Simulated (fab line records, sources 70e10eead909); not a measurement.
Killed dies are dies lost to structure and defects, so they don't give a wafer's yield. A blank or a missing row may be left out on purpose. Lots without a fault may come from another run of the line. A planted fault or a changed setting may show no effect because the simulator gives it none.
One fault seen from 2 desks | flow nand_harc | each desk has only its own numbers; what lay behind them comes last

THE TOOL OWNER'S DESK: pecvd_onon-01
The tool's own readings at NHARC_A_ONON_D1_DEP_00 (target thk 1000 nm): means of the sampled wafers that have a number, for each lot that ran on this tool. A lot is out of limits, marked OUT, if its mean lies more than 4 standard deviations from the usual mean; the brackets give that distance.
Columns: A = sih4_flow_sccm at NHARC_A_ONON_D1_DEP_00, usual 210.1 sccm
lot  | first seen here | A
L490 | day 7 17:30     | 209.7
L491 | day 8 01:13     | 210.2
L495 | day 9 16:10     | 210.6
L496 | day 10 07:04    | 209.7
L499 | day 11 11:24    | 210.3
L500 | day 12 04:01    | 211.1
L508 | day 14 21:19    | 210.5
L512 | day 16 19:57    | 209.8
L513 | day 17 16:11    | 210.3
This desk's finding: nothing out of limits on any of the 9 lots.

THE METROLOGY DESK
What the gauges read, lot by lot, whatever tool the lot ran on: means of the sampled wafers that have a number. A lot is out of limits, marked OUT, if its mean lies more than 4 standard deviations from the usual mean; the brackets give that distance.
Columns: A = thk_nm at NHARC_A_ONON_D1_THK_MEAS_02, usual 997 nm
lot  | first seen here | A
L490 | day 7 17:57     | 992
L491 | day 8 01:43     | 985
L494 | day 9 11:31     | 982
L495 | day 9 16:41     | 998
L496 | day 10 07:28    | 992
L499 | day 11 11:51    | 1512 (+63) OUT
L500 | day 12 04:32    | 1520 (+64) OUT
L508 | day 14 21:49    | 1004
L511 | day 16 05:43    | 990
L512 | day 16 20:28    | 992
L513 | day 17 16:34    | 1004
This desk's finding: out of limits on L499, L500; first on L499, day 11 11:51 (thk_nm at NHARC_A_ONON_D1_THK_MEAS_02). In limits: L490, L491, L494, L495, L496, L508, L511, L512, L513.

PUT TOGETHER
The metrology desk could have raised an alarm at day 11 11:51, on L499, L500.
The tool owner's desk saw nothing out of limits.
The tool owner's desk has L499, L500 on record, within its limits.
Of the lots named, all ran NHARC_A_ONON_D1_DEP_00 on pecvd_onon-01.

WHAT THE SIMULATOR HAD PUT IN
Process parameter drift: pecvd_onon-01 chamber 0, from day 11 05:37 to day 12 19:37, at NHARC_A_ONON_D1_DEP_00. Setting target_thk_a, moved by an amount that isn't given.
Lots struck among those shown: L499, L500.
Hours from the fault's start to each desk's first reading out of limits: the metrology desk, 6.
